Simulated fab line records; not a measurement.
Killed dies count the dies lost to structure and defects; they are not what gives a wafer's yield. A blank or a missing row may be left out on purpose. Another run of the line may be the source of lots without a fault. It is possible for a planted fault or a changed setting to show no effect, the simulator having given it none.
Which tool is to blame? | flow n5 finfet | Sampling: 10 lots, 27 wafers, 5 of 1938 route steps

WHAT THE GAUGES READ, wafer by wafer
N5_BEOL_M10_OVL_MEAS_12.
lot  | measured     | on         | M10_OVL (nm)
L959 | day 10 11:34 | overlay-01 | -0.1 -0.2
L961 | day 11 05:46 | overlay-01 | 0.4 -0.1 0.8
L962 | day 11 16:42 | overlay-01 | 1.0 0.2 0.1
L968 | day 12 19:26 | overlay-02 | -0.6 0.9 1.2
L974 | day 14 09:55 | overlay-02 | 1.0 1.5 1.6
L973 | day 14 13:50 | overlay-02 | 0.3 1.7 -0.2
L976 | day 14 17:13 | overlay-02 | 1.0 -0.3 0.7
L977 | day 15 15:20 | overlay-02 | 1.8 0.7
L979 | day 15 20:43 | overlay-02 | -0.1 -0.7
L980 | day 16 00:41 | overlay-01 | 1.4 0.4 -0.1

N5_BEOL_M10_INSPECT_30: inspects for defects (brightfield).
lot  | measured     | on                | raw defect count
L959 | day 10 12:56 | defect inspect-02 | 325 407
L961 | day 11 10:26 | defect inspect-02 | 344 376 474
L962 | day 11 18:10 | defect inspect-01 | 428 494 389
L968 | day 13 00:12 | defect inspect-01 | 400 1187 372
L974 | day 14 12:11 | defect inspect-02 | 360 284 344
L973 | day 14 15:34 | defect inspect-01 | 467 485 409
L976 | day 14 19:30 | defect inspect-02 | 260 431 302
L977 | day 15 18:22 | defect inspect-01 | 445 498
L979 | day 15 23:59 | defect inspect-02 | 440 361
L980 | day 16 01:32 | defect inspect-02 | 562 441 357

WHICH TOOL RAN EACH LOT (tool, then ch and the chambers of the sampled wafers, then the start)
lot  | N5_BEOL_M9_CMP_52             | N5_BEOL_M10_DESCUM_16              | N5_BEOL_M10_ETCH_62
L959 | cmp-01 ch 0,2, day 10 08:37   | rie diel-03 ch 0,3, day 10 11:37   | rie diel-03 ch 0,3, day 10 11:43
L961 | cmp-02 ch 0,1, day 11 03:04   | rie diel-02 ch 0,3, day 11 05:50   | rie diel-02 ch 0,3, day 11 05:55
L962 | cmp-03 ch 1,2, day 11 14:34   | rie diel-02 ch 0,1,3, day 11 16:55 | rie diel-02 ch 0,1,3, day 11 17:01
L968 | cmp-03 ch 0,2,3, day 12 17:20 | rie diel-02 ch 0,1,3, day 12 19:38 | rie diel-02 ch 0,1,3, day 12 19:43
L974 | cmp-01 ch 0,2,3, day 14 07:03 | rie diel-03 ch 0,1,3, day 14 09:59 | rie diel-03 ch 0,1,3, day 14 10:04
L973 | cmp-02 ch 2,3, day 14 11:28   | rie diel-03 ch 0,1,2, day 14 13:57 | rie diel-03 ch 0,1,2, day 14 14:02
L976 | cmp-03 ch 0,2,3, day 14 14:51 | rie diel-06 ch 1,3, day 14 17:16   | rie diel-06 ch 1,3, day 14 17:21
L977 | cmp-02 ch 0, day 15 12:55     | rie diel-06 ch 2,3, day 15 16:55   | rie diel-06 ch 2,3, day 15 17:01
L979 | cmp-03 ch 0,1, day 15 18:19   | rie diel-02 ch 1,3, day 15 20:55   | rie diel-02 ch 1,3, day 15 21:01
L980 | cmp-02 ch 1,2,3, day 15 20:50 | rie diel-03 ch 0,1,3, day 16 00:45 | rie diel-03 ch 0,1,3, day 16 00:50
- N5_BEOL_M9_CMP_52: polishes, stops on SiCOH lowk, t overpolish 7 s, target thk 140 nm.
- N5_BEOL_M10_DESCUM_16: chemistry O2, time 7.9 s.
- N5_BEOL_M10_ETCH_62: etches SOC in N2/H2, target depth 110 nm, overetch 22 nm, time 165 s.

AS READ BY THE TOOLS THEMSELVES (means over the sampled wafers that have a number; for cases with no such wafer, the mark the record gives instead)
N5_BEOL_M9_CMP_52.
lot  | tool   | barrier field endpoint s (s) | motor current A (A) | overpolish run s (s) | pad life wafers | retaining ring pressure frac | time to endpoint s (s)
L959 | cmp-01 | 28.8                         | 7.0                 | 7.006                | 1915            | 0.998                        | 65
L961 | cmp-02 | 28.5                         | 6.4                 | 7.004                | 188             | 0.997                        | 62
L962 | cmp-03 | 28.5                         | 7.0                 | 6.994                | 906             | 1.003                        | 64
L968 | cmp-03 | 29.5                         | 5.7                 | 6.993                | 1153            | 1.000                        | 70
L974 | cmp-01 | 28.7                         | 7.0                 | 7.004                | 463             | 1.000                        | 61
L973 | cmp-02 | 29.6                         | 6.2                 | 6.996                | 834             | 0.997                        | 66
L976 | cmp-03 | 29.6                         | 5.9                 | 6.996                | 1532            | 0.997                        | 72
L977 | cmp-02 | 28.8                         | 5.3                 | 7.004                | 979             | 0.999                        | 66
L979 | cmp-03 | 30.7                         | 6.9                 | 6.992                | 1760            | 0.998                        | 70
L980 | cmp-02 | 29.1                         | 6.4                 | 6.990                | 1040            | 1.002                        | 64

N5_BEOL_M10_DESCUM_16.
lot  | tool        | bias power w (W) | drypump motor current A (A) | oes product au (a.u.) | rf fwd power W (W) | rf vpp V (V) | showerhead plenum p Torr (Torr) | temp c (C) | throttle valve pct (%)
L959 | rie diel-03 | 19.95            | 5.9                         | 0.82                  | 49.20              | 243.1        | 2.11                            | 39.91      | 20.49
L961 | rie diel-02 | 20.05            | 6.0                         | 0.85                  | 49.36              | 242.1        | 2.06                            | 39.99      | 20.47
L962 | rie diel-02 | 20.02            | 5.7                         | 0.87                  | 49.42              | 243.6        | 2.09                            | 39.92      | 20.24
L968 | rie diel-02 | 19.96            | 5.7                         | 0.85                  | 49.41              | 242.7        | 2.08                            | 39.90      | 20.26
L974 | rie diel-03 | 20.05            | 5.8                         | 0.80                  | 49.50              | 245.0        | 2.15                            | 39.96      | 20.52
L973 | rie diel-03 | 20.03            | 5.7                         | 0.81                  | 49.26              | 245.0        | 2.17                            | 39.98      | 20.60
L976 | rie diel-06 | 19.97            | 5.9                         | 0.77                  | 49.71              | 243.9        | 2.12                            | 40.07      | 20.30
L977 | rie diel-06 | 20.00            | 5.4                         | 0.79                  | 49.62              | 244.4        | 2.14                            | 40.02      | 20.09
L979 | rie diel-02 | 20.00            | 5.3                         | 0.82                  | 49.60              | 242.1        | 2.11                            | 40.15      | 20.09
L980 | rie diel-03 | 20.01            | 5.8                         | 0.78                  | 49.44              | 243.7        | 2.14                            | 39.99      | 20.56

N5_BEOL_M10_ETCH_62.
lot  | tool        | drypump motor current A (A) | oes product au (a.u.) | rf fwd power W (W) | rf vpp V (V) | showerhead plenum p Torr (Torr) | temp c (C) | throttle valve pct (%)
L959 | rie diel-03 | 5.8                         | 0.69                  | 838.4              | 525.0        | 2.56                            | 39.78      | 17.98
L961 | rie diel-02 | 5.9                         | 0.71                  | 835.7              | 523.7        | 2.51                            | 40.06      | 17.91
L962 | rie diel-02 | 5.7                         | 0.72                  | 838.6              | 523.8        | 2.54                            | 40.08      | 17.70
L968 | rie diel-02 | 5.7                         | 0.71                  | 836.4              | 523.7        | 2.54                            | 40.02      | 17.70
L974 | rie diel-03 | 5.8                         | 0.68                  | 836.9              | 526.3        | 2.59                            | 40.00      | 17.88
L973 | rie diel-03 | 5.8                         | 0.68                  | 836.2              | 526.9        | 2.63                            | 40.06      | 18.02
L976 | rie diel-06 | 5.9                         | 0.65                  | 840.8              | 524.5        | 2.58                            | 40.05      | 17.67
L977 | rie diel-06 | 5.4                         | 0.66                  | 839.0              | 526.6        | 2.61                            | 40.03      | 17.63
L979 | rie diel-02 | 5.3                         | 0.69                  | 836.5              | 524.7        | 2.56                            | 40.05      | 17.55
L980 | rie diel-03 | 5.8                         | 0.66                  | 837.7              | 524.9        | 2.59                            | 40.02      | 17.90

THE ANSWER, worked out from the rows above alone
Rule: the usual values come from the lots themselves. Put in order of their means at a reading, lots are off if they are a third of the lots or fewer, leave a main group of 4 or more, and stand apart from it by a gap of 3 or more times the standard deviation of the main group's means; of several such gaps the widest counts. Not used: any main group whose means are identical at the precision the tables above print for the reading. A lot without any number at a reading at which 4 lots or more have one is off too. All remaining lots with rows at the step are treated as sound. First the gauges in route order, then the tools' own readings, where a lot's mean is used as printed above. The first step at which some lot is off is used, and at that step the reading that is off furthest; a lot without a number counts as furthest.
Off at N5_BEOL_M10_INSPECT_30 (raw defect count): L968. The main group: mean 404, standard deviation 50.
If a tool, at a process step before that reading, ran all the lots that are off and no sound lot after the first of them, it fits. Gauges at N5_BEOL_M10_INSPECT_30: tried the same way as those tools. Not one of the candidates tried fits.

WHAT THE SIMULATOR PUT IN
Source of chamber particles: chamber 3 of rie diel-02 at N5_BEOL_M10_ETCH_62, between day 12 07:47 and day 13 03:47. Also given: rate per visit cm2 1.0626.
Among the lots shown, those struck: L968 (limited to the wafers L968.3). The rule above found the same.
